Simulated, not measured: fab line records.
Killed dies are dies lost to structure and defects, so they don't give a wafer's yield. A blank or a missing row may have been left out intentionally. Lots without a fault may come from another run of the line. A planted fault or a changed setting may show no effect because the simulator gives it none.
Which of the tools did it?	flow n5Finfet	9 lots, 27 wafers sampled, at 6 steps of a route of 1938

WHAT EACH GAUGE READ, for each wafer
N5_BEOL_M3_INSPECT_59: inspects for defects (darkfield). Usual: 74 for rawDefectCount, sd 25.
lot	measured	on	rawDefectCount	flag
L557	day 8 00:12	defectInspect-01	80 94 46	
L558	day 8 00:49	defectInspect-02	85 83 65	
L559	day 8 02:04	defectInspect-02	60 73 91	
L565	day 9 13:25	defectInspect-02	85 71 67	
L569	day 10 19:19	defectInspect-02	56 98 49	
L576	day 12 08:23	defectInspect-02	75 45 100	
L577	day 12 12:04	defectInspect-02	98 97 107	
L579	day 13 03:32	defectInspect-01	51 51 45	
L578	day 13 05:39	defectInspect-01	81 80 97	

N5_BEOL_M4_THK_MEAS_01. Usual: for M4_ILD_THK the level is 79.3 nm and the standard deviation is 0.9.
lot	measured	on	M4_ILD_THK (nm)	flag
L557	day 8 00:18	filmMetro-02	77.1 77.8 79.2	
L558	day 8 00:55	filmMetro-02	80.7 78.8 79.3	
L559	day 8 02:10	filmMetro-02	78.2 79.7 80.2	
L565	day 9 13:32	filmMetro-01	78.9 72.2 74.6	OFF
L569	day 10 19:25	filmMetro-02	78.6 79.1 80.1	
L576	day 12 08:29	filmMetro-01	78.6 78.8 78.5	
L577	day 12 12:10	filmMetro-01	79.0 77.9 79.8	
L579	day 13 03:38	filmMetro-01	77.7 80.1 80.0	
L578	day 13 05:45	filmMetro-01	78.7 79.0 80.1	

N5_BEOL_M4_RC_MEAS_101. Usual: DIBL_N 36.4 mV/V, standard deviation 1.5; DIBL_P 36.4 mV/V, standard deviation 1.6; IOFF_N 0.164 nA/um, standard deviation 0.025; IOFF_P 0.214 nA/um, standard deviation 0.028; ION_N 675 uA/um, standard deviation 9.9; ION_P 463 uA/um, standard deviation 6.5; SS_N 71.5 mV/dec, standard deviation 0.5; SS_P 73.3 mV/dec, standard deviation 0.56; VT_N 249.2 mV, standard deviation 2.7; VT_P -250.1 mV, standard deviation 2.8.
lot	measured	on	DIBL_N (mV/V)	DIBL_P (mV/V)	IOFF_N (nA/um)	IOFF_P (nA/um)	ION_N (uA/um)	ION_P (uA/um)	SS_N (mV/dec)	SS_P (mV/dec)	VT_N (mV)	VT_P (mV)	flag
L557	day 8 09:56	prober-01	37.4 38.5 36.1	35.4 37.0 33.7	0.145 0.171 0.129	0.213 0.250 0.190	671 678 659	465 470 459	70.9 71.7 71.3	73.9 74.0 73.2	251.9 249.3 254.3	-249.3 -245.5 -250.1	
L558	day 8 12:26	prober-02	35.8 36.0 35.8	37.5 37.2 36.9	0.165 0.168 0.166	0.224 0.219 0.208	677 682 687	471 467 467	71.8 71.8 70.9	73.8 73.6 73.2	249.6 247.4 248.3	-249.5 -249.8 -250.5	
L559	day 8 15:07	prober-01	36.4 34.1 35.7	36.9 34.1 35.4	0.153 0.111 0.134	0.173 0.145 0.160	671 657 656	455 440 447	71.8 70.8 71.7	73.3 72.7 73.6	248.6 256.2 252.8	-253.4 -257.7 -254.4	
L565	day 10 00:44	prober-01	38.2 38.7 38.6	35.8 36.1 36.6	0.172 0.184 0.187	0.221 0.239 0.254	674 681 675	459 470 465	72.2 72.0 71.8	73.0 73.4 73.6	249.4 246.6 245.5	-249.3 -247.6 -248.3	
L569	day 11 04:34	prober-01	31.7 33.6 34.8	32.8 35.4 36.4	0.103 0.128 0.140	0.155 0.193 0.198	652 664 672	451 465 470	70.7 70.8 70.8	71.8 72.8 73.1	256.0 252.9 250.1	-251.5 -250.6 -249.8	
L576	day 13 00:23	prober-01	37.0 36.1 36.7	37.4 36.9 37.4	0.161 0.150 0.152	0.218 0.207 0.208	674 677 669	463 464 464	71.5 72.0 71.9	73.1 72.8 73.1	247.9 247.4 248.8	-252.6 -249.7 -250.3	
L577	day 13 03:38	prober-02	35.1 34.7 35.5	34.9 34.4 35.5	0.159 0.146 0.157	0.175 0.169 0.187	681 674 667	458 457 455	71.7 71.1 71.8	73.1 73.1 72.9	250.2 249.3 249.2	-254.8 -252.5 -254.0	
L579	day 13 15:23	prober-02	37.4 36.6 37.8	37.1 36.1 36.8	0.184 0.164 0.174	0.225 0.212 0.218	675 674 678	464 457 459	71.4 71.6 71.2	73.8 73.7 74.1	246.9 251.0 249.6	-250.5 -251.4 -249.9	
L578	day 13 16:01	prober-02	35.5 36.0 36.3	35.8 36.8 36.5	0.140 0.158 0.155	0.200 0.221 0.216	660 670 665	457 465 464	71.3 72.0 71.7	72.4 73.2 72.3	250.5 249.4 251.5	-249.5 -250.0 -250.7	

WHICH TOOL RAN EACH LOT (tool, then ch and the chambers of the sampled wafers, then the start)
lot	N5_BEOL_M3_ANNEAL_95	N5_BEOL_M3_DEP_57	N5_BEOL_M4_ILD_DEP_00
L557	pvdSputter-02, day 7 22:57	pecvd-02 ch 1,2, day 8 00:05	pecvd-04 ch 1,2, day 8 00:14
L558	pvdSputter-01, day 7 23:35	pecvd-04 ch 0,1,2, day 8 00:44	pecvd-01 ch 0,1,2, day 8 00:52
L559	pvdSputter-02, day 8 00:47	pecvd-01 ch 0,1,2, day 8 01:58	pecvd-04 ch 0,2, day 8 02:06
L565	pvdSputter-02, day 9 12:11	pecvd-01 ch 0,1, day 9 13:19	pecvd-04 ch 0,1, day 9 13:28
L569	pvdSputter-01, day 10 18:05	pecvd-04 ch 0,2, day 10 19:13	pecvd-01 ch 0,1,2, day 10 19:20
L576	pvdSputter-03, day 12 06:47	pecvd-04 ch 0,1,2, day 12 08:17	pecvd-04 ch 0,1,2, day 12 08:25
L577	pvdSputter-03, day 12 10:34	pecvd-01 ch 0,1, day 12 11:58	pecvd-03 ch 1,2, day 12 12:06
L579	pvdSputter-02, day 13 02:11	pecvd-04 ch 0,1,2, day 13 03:26	pecvd-04 ch 0,1,2, day 13 03:34
L578	pvdSputter-01, day 13 03:49	pecvd-02 ch 0,2, day 13 05:34	pecvd-01 ch 0,2, day 13 05:41
- N5_BEOL_M3_ANNEAL_95: time 240 s.
- N5_BEOL_M3_DEP_57: deposits SiCN from 3MS/NH3, target thk 8 nm, time 14 s.
- N5_BEOL_M4_ILD_DEP_00: deposits SiOC from DEMS/O2, target thk 79 nm, time 15.3 s.

WHAT THE TOOLS THEMSELVES READ (means of the sampled wafers that have a number; where no wafer has one, the mark that the record gives instead)
N5_BEOL_M3_ANNEAL_95. Usual: heaterPowerW 785 W, standard deviation 43; susceptorTempC 400.00 C, standard deviation 0.21.
lot	tool	heaterPowerW (W)	susceptorTempC (C)	flag
L557	pvdSputter-02	777	400.19	
L558	pvdSputter-01	784	400.19	
L559	pvdSputter-02	794	400.07	
L565	pvdSputter-02	765	400.03	
L569	pvdSputter-01	807	399.98	
L576	pvdSputter-03	801	399.86	
L577	pvdSputter-03	806	399.94	
L579	pvdSputter-02	760	399.89	
L578	pvdSputter-01	779	399.96	

N5_BEOL_M3_DEP_57. Usual: chamberPressureTorr 3.002 Torr, standard deviation 0.0067; showerheadPlenumPTorr 3.668 Torr, standard deviation 0.014; throttleValvePct 9.1 %, standard deviation 0.46.
lot	tool	chamberPressureTorr (Torr)	showerheadPlenumPTorr (Torr)	throttleValvePct (%)	flag
L557	pecvd-02	2.997	3.658	8.6	
L558	pecvd-04	3.007	3.665	9.3	
L559	pecvd-01	3.003	3.676	9.2	
L565	pecvd-01	3.003	3.667	9.2	
L569	pecvd-04	3.001	3.672	9.4	
L576	pecvd-04	2.998	3.666	9.4	
L577	pecvd-01	2.998	3.664	9.7	
L579	pecvd-04	3.009	3.665	9.5	
L578	pecvd-02	3.001	3.680	9.0	

N5_BEOL_M4_ILD_DEP_00. Usual: chamberPressureTorr 4.999 Torr, standard deviation 0.011; heaterPowerW 450 W, standard deviation 48; showerheadPlenumPTorr 5.699 Torr, standard deviation 0.016; susceptorTempC 350.03 C, standard deviation 0.2; throttleValvePct 12.1 %, standard deviation 0.47.
lot	tool	chamberPressureTorr (Torr)	heaterPowerW (W)	showerheadPlenumPTorr (Torr)	susceptorTempC (C)	throttleValvePct (%)	flag
L557	pecvd-04	5.004	414	5.702	350.12	12.3	
L558	pecvd-01	5.000	450	5.708	350.06	12.0	
L559	pecvd-04	4.998	436	5.701	350.19	12.1	
L565	pecvd-04	5.001	423	5.687	349.87	12.5	
L569	pecvd-01	5.009	512	5.709	349.90	11.8	
L576	pecvd-04	4.990	418	5.693	350.12	12.3	
L577	pecvd-03	4.998	505	5.684	349.78	11.8	
L579	pecvd-04	4.999	392	5.690	350.12	12.4	
L578	pecvd-01	4.988	502	5.711	349.94	11.7	

THE ANSWER, worked out from the rows above alone
Rule: lot off if the mean of its wafers having a number is beyond 3 standard deviations from the usual mean. Also off: a lot with no number at a reading for which 4 or more lots have one. Any other lot the step has rows for is counted as sound. The gauges are gone through in route order, then the tools' own readings, and for those a lot's mean is taken as printed above. At the first step where some lot is off, the reading lying furthest off is the one used; lots without a number count as furthest.
Off: L565, at N5_BEOL_M4_THK_MEAS_01 (M4_ILD_THK).
A tool fits if, at a process step before that reading, it ran every lot that is off, and no sound lot after the first of them. Those tools and the gauges at N5_BEOL_M4_THK_MEAS_01 are tried in the same way. None of those tried fits.

WHAT THE SIMULATOR PUT IN
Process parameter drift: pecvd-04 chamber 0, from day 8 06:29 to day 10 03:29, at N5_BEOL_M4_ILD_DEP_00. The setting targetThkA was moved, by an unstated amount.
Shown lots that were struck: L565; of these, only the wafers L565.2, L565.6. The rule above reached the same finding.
